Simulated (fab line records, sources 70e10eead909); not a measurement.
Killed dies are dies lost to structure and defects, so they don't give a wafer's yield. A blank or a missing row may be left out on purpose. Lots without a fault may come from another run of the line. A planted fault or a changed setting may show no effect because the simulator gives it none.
Chamber matching | flow nand_harc | NHARC_A_CHANNEL_FILL_D1_ALD_02 on ald_hk-04: 4 sister chambers
The step deposits SiO2, target thk 6 nm, pulse time 10 s, ald cycles 60. 7 wafers are shown with their chamber, then 8 later ones without.

WAFERS WITH THEIR CHAMBER
wafer  | chamber | heater_power_w (W) | precursor_pulse_height_rel
L077.4 | 1       | 420                | 0.970
L082.2 | 3       | 459                | 1.012
L085.2 | 0       | 488                | 0.991
L085.4 | 3       | 479                | 1.003
L086.3 | 0       | 490                | 0.976
L086.6 | 2       | 457                | 1.020
L087.3 | 2       | 463                | 1.022

WAFERS WITHOUT THEIR CHAMBER
wafer  | heater_power_w (W) | precursor_pulse_height_rel
L087.4 | 492                | 1.040
L087.6 | 401                | 1.032
L089.1 | 495                | 1.001
L089.2 | 465                | 1.012
L089.6 | 491                | 1.018
L090.2 | 457                | 0.953
L090.3 | 408                | 1.004
L090.5 | 484                | 1.043

WHICH CHAMBER EACH WENT THROUGH
wafer  | from the rows above          | in truth
L087.4 | can't be placed: 2 or 3      | 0
L087.6 | can't be placed: 2 or 3 or 1 | 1
L089.1 | can't be placed: 0 or 3      | 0
L089.2 | can't be placed: 3 or 2      | 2
L089.6 | can't be placed: 3 or 2 or 0 | 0
L090.2 | can't be placed: 1 or 0      | 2
L090.3 | can't be placed: 1 or 2      | 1
L090.5 | can't be placed: 2 or 3      | 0
Placed correctly: 0 of 8. Can't be placed from these rows: 8 (the true chamber is among the candidates in 5). Placed wrongly: 0.
How it was worked out, from the rows above alone: a wafer's distance from a chamber is the root of the sum, over the readings, of the square of ((its reading less the chamber's mean) divided by the reading's scatter). The wafer belongs to the nearest chamber; if the next one is less than 2 further off, it can't be placed. A chamber's mean is the mean of its shown wafers. The scatter: the root of (the sum of the squares of (reading less its chamber's mean) over the shown wafers, divided by (wafers less chambers)).
